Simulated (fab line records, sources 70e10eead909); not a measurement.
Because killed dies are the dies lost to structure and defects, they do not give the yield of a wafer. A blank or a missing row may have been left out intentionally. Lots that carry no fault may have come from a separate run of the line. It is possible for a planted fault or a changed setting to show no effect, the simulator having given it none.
Which tool did it? / flow nand harc / Sampling: 11 lots, 33 wafers, 4 of 1302 route steps

WHAT THE GAUGES READ, wafer by wafer
NHARC_A_CHANNEL_HOLE_D1_INSPECT_40.
lot=L623; measured=day 9 03:29; on=defect inspect-02; raw defect count=30 38 37
lot=L624; measured=day 9 12:26; on=defect inspect-01; raw defect count=94 109 110
lot=L625; measured=day 9 20:20; on=defect inspect-02; raw defect count=51 40 43
lot=L626; measured=day 10 13:52; on=defect inspect-02; raw defect count=39 44 43
lot=L629; measured=day 11 12:59; on=defect inspect-02; raw defect count=98 96 93
lot=L630; measured=day 12 09:43; on=defect inspect-01; raw defect count=106 78 73
lot=L631; measured=day 12 15:57; on=defect inspect-01; raw defect count=97 104 99
lot=L634; measured=day 13 17:37; on=defect inspect-01; raw defect count=99 130 100
lot=L637; measured=day 14 22:48; on=defect inspect-01; raw defect count=900 852 839
lot=L641; measured=day 16 11:08; on=defect inspect-01; raw defect count=818 814 870
lot=L645; measured=day 18 08:50; on=defect inspect-01; raw defect count=74 58 65

TOOL THAT RAN EACH LOT (tool first, then ch and the chambers of the sampled wafers, then the start)
lot=L623; NHARC_A_ZERO_WELL_DESCUM_12=rie diel-06 ch 0,3, day 7 05:05; NHARC_A_CHANNEL_HOLE_D1_ETCH_21=har etch-01 ch 0, day 8 22:05; NHARC_A_CHANNEL_HOLE_D1_ETCH_26=har etch-01 ch 0, day 9 01:24
lot=L624; NHARC_A_ZERO_WELL_DESCUM_12=rie diel-08 ch 0,1, day 7 10:01; NHARC_A_CHANNEL_HOLE_D1_ETCH_21=har etch-02 ch 0,1, day 9 07:17; NHARC_A_CHANNEL_HOLE_D1_ETCH_26=har etch-02 ch 0,1, day 9 10:34
lot=L625; NHARC_A_ZERO_WELL_DESCUM_12=rie diel-06 ch 1,3, day 7 23:32; NHARC_A_CHANNEL_HOLE_D1_ETCH_21=har etch-01 ch 0,1, day 9 15:04; NHARC_A_CHANNEL_HOLE_D1_ETCH_26=har etch-01 ch 0,1, day 9 18:25
lot=L626; NHARC_A_ZERO_WELL_DESCUM_12=rie diel-06 ch 1,2,3, day 8 15:05; NHARC_A_CHANNEL_HOLE_D1_ETCH_21=har etch-01 ch 0,1, day 10 08:34; NHARC_A_CHANNEL_HOLE_D1_ETCH_26=har etch-01 ch 0,1, day 10 11:56
lot=L629; NHARC_A_ZERO_WELL_DESCUM_12=rie diel-08 ch 0,1,2, day 9 15:20; NHARC_A_CHANNEL_HOLE_D1_ETCH_21=har etch-02 ch 0,1, day 11 07:41; NHARC_A_CHANNEL_HOLE_D1_ETCH_26=har etch-02 ch 0,1, day 11 11:03
lot=L630; NHARC_A_ZERO_WELL_DESCUM_12=rie diel-01 ch 0,2,3, day 10 08:37; NHARC_A_CHANNEL_HOLE_D1_ETCH_21=har etch-02 ch 0,1, day 12 04:26; NHARC_A_CHANNEL_HOLE_D1_ETCH_26=har etch-02 ch 0,1, day 12 07:47
lot=L631; NHARC_A_ZERO_WELL_DESCUM_12=rie diel-06 ch 1,2, day 10 15:50; NHARC_A_CHANNEL_HOLE_D1_ETCH_21=har etch-02 ch 0, day 12 10:44; NHARC_A_CHANNEL_HOLE_D1_ETCH_26=har etch-02 ch 0, day 12 14:04
lot=L634; NHARC_A_ZERO_WELL_DESCUM_12=rie diel-08 ch 1,3, day 11 21:55; NHARC_A_CHANNEL_HOLE_D1_ETCH_21=har etch-02 ch 0,1, day 13 12:19; NHARC_A_CHANNEL_HOLE_D1_ETCH_26=har etch-02 ch 0,1, day 13 15:41
lot=L637; NHARC_A_ZERO_WELL_DESCUM_12=rie diel-06 ch 0,1,2, day 12 20:11; NHARC_A_CHANNEL_HOLE_D1_ETCH_21=har etch-02 ch 0,1, day 14 17:32; NHARC_A_CHANNEL_HOLE_D1_ETCH_26=har etch-02 ch 0,1, day 14 20:52
lot=L641; NHARC_A_ZERO_WELL_DESCUM_12=rie diel-01 ch 2,3, day 14 12:24; NHARC_A_CHANNEL_HOLE_D1_ETCH_21=har etch-02 ch 0,1, day 16 05:50; NHARC_A_CHANNEL_HOLE_D1_ETCH_26=har etch-02 ch 0,1, day 16 09:13
lot=L645; NHARC_A_ZERO_WELL_DESCUM_12=rie diel-06 ch 0,2,3, day 16 05:41; NHARC_A_CHANNEL_HOLE_D1_ETCH_21=har etch-01 ch 0,1, day 18 03:33; NHARC_A_CHANNEL_HOLE_D1_ETCH_26=har etch-01 ch 0,1, day 18 06:55
- NHARC_A_ZERO_WELL_DESCUM_12: chemistry O2, time 3 s.
- NHARC_A_CHANNEL_HOLE_D1_ETCH_21: etches the open film in C4F8/O2/Ar, time 514.3 s, target depth 1600 nm.
- NHARC_A_CHANNEL_HOLE_D1_ETCH_26: etches the open film in C4F8/O2/Ar, time 224.1 s, target depth 300 nm.

THE ANSWER, worked out from the rows above alone
Rule: the lots themselves supply what counts as usual. The widest of any qualifying gaps counts: lots, ordered by their means at a reading, are off when they make up no more than a third of the lots, leave a main group of 4 or more, and stand apart from it by 3 or more times the standard deviation of that group's means. The tables above print the reading to a certain number of digits; a main group whose means all agree to those digits is not used. A lot without any number at a reading at which 4 lots or more have one is off too. Where the step has rows for the other lots, those lots are counted as sound.
Off at NHARC_A_CHANNEL_HOLE_D1_INSPECT_40 (raw defect count): L637, L641. The main group: mean 76, standard deviation 28.
If a tool, at a process step before that reading, ran all the lots that are off and no sound lot after the first of them, it fits. Gauges at NHARC_A_CHANNEL_HOLE_D1_INSPECT_40: tried the same way as those tools. One fits: har etch-02 at NHARC_A_CHANNEL_HOLE_D1_ETCH_21 and NHARC_A_CHANNEL_HOLE_D1_ETCH_26. At NHARC_A_CHANNEL_HOLE_D1_ETCH_21 its last sound lot is L634 (day 13 12:19), its first lot that is off L637 (day 14 17:32): a fault that began between those two fits.

WHAT WAS PUT IN BY THE SIMULATOR
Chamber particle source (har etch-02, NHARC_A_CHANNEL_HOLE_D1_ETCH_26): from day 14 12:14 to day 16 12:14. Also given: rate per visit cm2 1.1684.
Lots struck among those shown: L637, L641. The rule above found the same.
